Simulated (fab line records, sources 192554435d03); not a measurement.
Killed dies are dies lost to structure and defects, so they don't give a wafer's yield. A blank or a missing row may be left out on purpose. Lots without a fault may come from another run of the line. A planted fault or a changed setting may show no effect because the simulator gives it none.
Chamber matching | flow n5_finfet | N5_STI_FIN_REVEAL_STRIP_24 on rie_diel-05: 4 sister chambers
The step strips in N2/H2, time 90 s. 20 wafers are shown with their chamber, then 10 later ones without.

WAFERS WITH THEIR CHAMBER
wafer  | chamber | drypump_motor_current_A (A) | showerhead_plenum_p_Torr (Torr) | throttle_valve_pct (%)
L076.4 | 2       | 6.0                         | 3.31                            | 11.7
L076.5 | 1       | 4.9                         | 3.39                            | 12.1
L076.6 | 0       | 6.3                         | 3.25                            | 11.9
L077.1 | 1       | 4.9                         | 3.39                            | 12.1
L077.3 | 3       | 5.6                         | 3.48                            | 12.2
L077.6 | 3       | 5.6                         | 3.48                            | 12.2
L078.4 | 1       | 4.9                         | 3.39                            | 12.1
L078.5 | 1       | 4.9                         | 3.39                            | 12.1
L078.6 | 2       | 6.0                         | 3.31                            | 11.7
L080.3 | 0       | 6.3                         | 3.24                            | 11.9
L080.4 | 2       | 5.9                         | 3.30                            | 11.7
L080.5 | 0       | 6.3                         | 3.24                            | 11.9
L081.2 | 3       | 5.6                         | 3.47                            | 12.2
L081.3 | 2       | 5.9                         | 3.30                            | 11.8
L081.5 | 2       | 5.9                         | 3.30                            | 11.7
L082.2 | 2       | 6.0                         | 3.30                            | 11.8
L082.3 | 1       | 4.9                         | 3.38                            | 12.1
L082.6 | 1       | 5.0                         | 3.38                            | 12.1
L091.2 | 0       | 6.3                         | 3.23                            | 11.9
L091.3 | 3       | 5.6                         | 3.46                            | 12.3

SIGNATURES (means of the wafers above)
reading                  | chamber 0 | chamber 1 | chamber 2 | chamber 3 | scatter within a chamber
drypump_motor_current_A  | 6.300     | 4.917     | 5.950     | 5.600     | 0.0382
showerhead_plenum_p_Torr | 3.2400    | 3.3867    | 3.3033    | 3.4725    | 0.00681
throttle_valve_pct       | 11.900    | 12.100    | 11.733    | 12.225    | 0.0361
Rule: a wafer's distance from a chamber is the root of the sum, over the readings, of the square of ((its reading less the chamber's mean) divided by the reading's scatter). The wafer belongs to the nearest chamber; if the next one is less than 2 further off, it can't be placed. The scatter: the root of (the sum of the squares of (reading less its chamber's mean) over the shown wafers, divided by (wafers less chambers)).

WAFERS WITHOUT THEIR CHAMBER
wafer  | drypump_motor_current_A (A) | showerhead_plenum_p_Torr (Torr) | throttle_valve_pct (%)
L091.4 | 4.9                         | 3.37                            | 12.1
L092.2 | 6.3                         | 3.23                            | 11.9
L092.4 | 4.9                         | 3.37                            | 12.2
L092.6 | 4.9                         | 3.37                            | 12.1
L095.1 | 4.9                         | 3.37                            | 12.2
L095.2 | 5.9                         | 3.29                            | 11.8
L095.4 | 5.6                         | 3.46                            | 12.3
L097.1 | 5.6                         | 3.46                            | 12.3
L097.4 | 4.9                         | 3.37                            | 12.2
L097.5 | 6.3                         | 3.23                            | 12.0

WHICH CHAMBER EACH WENT THROUGH
wafer  | from the rows above | in truth
L091.4 | 1                   | 1
L092.2 | 0                   | 0
L092.4 | 1                   | 1
L092.6 | 1                   | 1
L095.1 | 1                   | 1
L095.2 | 2                   | 2
L095.4 | 3                   | 3
L097.1 | 3                   | 3
L097.4 | 1                   | 1
L097.5 | 0                   | 0
Placed correctly: 10 of 10. Can't be placed from these rows: 0. Placed wrongly: 0.
